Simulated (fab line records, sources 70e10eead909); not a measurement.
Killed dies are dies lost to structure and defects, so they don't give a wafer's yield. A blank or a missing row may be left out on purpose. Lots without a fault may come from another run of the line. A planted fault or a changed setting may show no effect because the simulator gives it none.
Chamber matching | flow nand_harc | NHARC_A_STAIRCASE_ALD_420 on ald_hk-02: 4 sister chambers
The step deposits SiO2, target thk 20 nm, pulse time 6 s, ald cycles 200. 8 wafers are shown with their chamber, then 7 later ones without.

WAFERS WITH THEIR CHAMBER
wafer  | chamber | heater_power_w (W) | precursor_pulse_height_rel
L334.5 | 1       | 479                | 0.986
L336.5 | 3       | 518                | 0.969
L336.6 | 2       | 427                | 1.035
L346.1 | 0       | 489                | 1.010
L346.2 | 3       | 493                | 1.009
L346.5 | 0       | 494                | 1.015
L350.1 | 1       | 475                | 0.983
L350.2 | 2       | 423                | 0.992

WAFERS WITHOUT THEIR CHAMBER
wafer  | heater_power_w (W) | precursor_pulse_height_rel
L350.6 | 490                | 0.983
L351.2 | 486                | 0.976
L351.3 | 488                | 0.987
L351.6 | 419                | 1.024
L353.1 | 429                | 1.019
L353.3 | 502                | 0.998
L353.6 | 486                | 0.990

WHICH CHAMBER EACH WENT THROUGH
wafer  | from the rows above          | in truth
L350.6 | can't be placed: 1 or 0 or 3 | 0
L351.2 | can't be placed: 1 or 0 or 3 | 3
L351.3 | can't be placed: 1 or 0 or 3 | 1
L351.6 | 2                            | 2
L353.1 | 2                            | 2
L353.3 | can't be placed: 3 or 0      | 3
L353.6 | can't be placed: 1 or 0 or 3 | 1
Placed correctly: 2 of 7. Can't be placed from these rows: 5 (the true chamber is among the candidates in 5). Placed wrongly: 0.
How it was worked out, from the rows above alone: a wafer's distance from a chamber is the root of the sum, over the readings, of the square of ((its reading less the chamber's mean) divided by the reading's scatter). The wafer belongs to the nearest chamber; if the next one is less than 2 further off, it can't be placed. A chamber's mean is the mean of its shown wafers. The scatter: the root of (the sum of the squares of (reading less its chamber's mean) over the shown wafers, divided by (wafers less chambers)).
